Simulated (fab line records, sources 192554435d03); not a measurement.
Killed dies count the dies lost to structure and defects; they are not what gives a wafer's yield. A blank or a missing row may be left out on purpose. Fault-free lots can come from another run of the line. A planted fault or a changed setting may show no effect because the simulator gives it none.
Problem report, 8D (eight disciplines) form, completed by code | flow n5-finfet | the parts of the form that need people (team, actions taken, sign-off) are left out

1. PROBLEM STATEMENT
Wafers without a fault read 1499.8 rpm, standard deviation 0.89; spin-speed-rpm at N5_BEOL_M13_COAT_58 reads a mean of 1559.7 rpm on 6 wafers belonging to 2 lots. That is +67 standard deviations from the usual mean.
The step: time 60 s, resist thk 89 nm.
Earliest sighting: wafer L834.2 on litho-track-02 at day 12 09:06. The record has a number at this step for 29 wafers belonging to 10 lots. The rule behind "out" and "out of limits": a value lying over 4 standard deviations away from the usual mean. The rest of the wafers with a number are treated as sound.

2. WHAT IT IS, WHAT IT ISN'T
question                    | is                     | is not
which readings at this step | spin-speed-rpm         | exhaust-pa
which lots                  | L834, L835             | L828, L829, L830, L832, L846, L847, L849, L850
which wafers of those lots  | all that have a number | -
read on which tools         | litho-track-02         | litho-track-01, litho-track-04
when                        | from day 12 09:06      | up to then (12 sound wafers); but 11 sound wafers of L846, L847, L849, L850 came after

3. WHAT RULES OUT EACH SUSPECT
Counting: any tool at a process step up to the reading is kept as a suspect provided that every lot that is out went through it and no sound lot did after the first of them.
- rie-diel-05 at N5_BEOL_M12_DESCUM_33 (chemistry O2, time 7.9 s): ruled out as a lasting fault. Sound lots L847 ran on it after its first lot that is out, L834 (day 12 05:02).
- litho-track-02 at N5_BEOL_M13_COAT_58 (time 60 s, resist thk 89 nm): ruled out as a lasting fault. Sound lots L850 ran on it after its first lot that is out, L834 (day 12 09:06).
Left after counting: nothing in the record.

4. THE CAUSE (what the simulator had put in)
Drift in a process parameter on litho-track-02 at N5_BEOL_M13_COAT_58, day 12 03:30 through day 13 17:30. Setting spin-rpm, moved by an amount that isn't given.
Counting ruled it out, wrongly.

5. THE EFFECT CHAIN, in route order
Each row: a reading whose mean over the struck wafers that have a number lies more than 3 standard deviations from the usual. Only readings whose record carries a usual standard deviation are examined. hours: median over the lots of the time between each lot's start at the first step of this table that gives one and its start at this step. sigmas: the change, counted in usual standard deviations.
hours | step                 | reading                  | usual      | on struck wafers | change | sigmas
0     | N5_BEOL_M13_COAT_58  | spin-speed-rpm           | 1499.8 rpm | 1559.7           | +59.9  | +67
1     | N5_BEOL_M13_STRIP_64 | strip-time-to-endpoint-s | 31.30 s    | 30.80            | -0.50  | -7.2
It contains these process steps:
- N5_BEOL_M13_COAT_58: time 60 s, resist thk 89 nm.
- N5_BEOL_M13_STRIP_64: strips in N2/H2.

6. WHAT WOULD HAVE CAUGHT IT SOONER
In this record the first reading out of limits was taken at day 12 09:06, 6 hours after the fault began at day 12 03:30.
